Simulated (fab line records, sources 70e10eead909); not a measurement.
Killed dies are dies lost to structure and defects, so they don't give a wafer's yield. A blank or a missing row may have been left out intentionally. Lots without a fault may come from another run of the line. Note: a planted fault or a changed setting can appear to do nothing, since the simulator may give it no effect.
Matching of chambers -- flow nandHarc -- NHARC_P_CONTACT_CMP_01 on cmp-04: 4 sister chambers
The step polishes SiO2, target thk 200 nm. 4 wafers are shown with their chamber, then 12 later ones without.

## EACH WAFER AND ITS CHAMBER
wafer,chamber,motorCurrentA (A)
L083.1,0,13.8
L087.2,1,10.5
L087.5,2,10.5
L087.6,3,15.9

## WAFERS MISSING THEIR CHAMBER
wafer,motorCurrentA (A)
L089.1,10.2
L089.3,13.6
L089.5,9.7
L094.1,9.6
L094.3,10.3
L094.4,13.4
L096.1,10.0
L096.2,13.4
L096.6,15.7
L096.3,9.9
L096.4,16.0
L096.5,10.2

## WHICH CHAMBER EACH ONE RAN IN
wafer,from the rows above,in truth
L089.1,can't be placed: 1 or 2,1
L089.3,0,0
L089.5,can't be placed: 1 or 2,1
L094.1,can't be placed: 1 or 2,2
L094.3,can't be placed: 1 or 2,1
L094.4,0,0
L096.1,can't be placed: 1 or 2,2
L096.2,0,0
L096.6,3,3
L096.3,can't be placed: 1 or 2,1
L096.4,3,3
L096.5,can't be placed: 1 or 2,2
5 of 12 placed correctly. These rows do not allow placing 7 (true chamber among the candidates in 7). Number placed wrongly: 0.
How it was worked out, from the rows above alone: a wafer's distance from a chamber is the root of the sum, over the readings, of the square of ((its reading less the chamber's mean) divided by the reading's scatter). The wafer belongs to the nearest chamber; if the next one is less than 2 further off, it can't be placed. For every chamber, the mean is computed from those of its wafers that are shown. The scatter: with one shown wafer a chamber, the root of the mean of the squares of how far each hidden wafer lies from its nearest shown one.
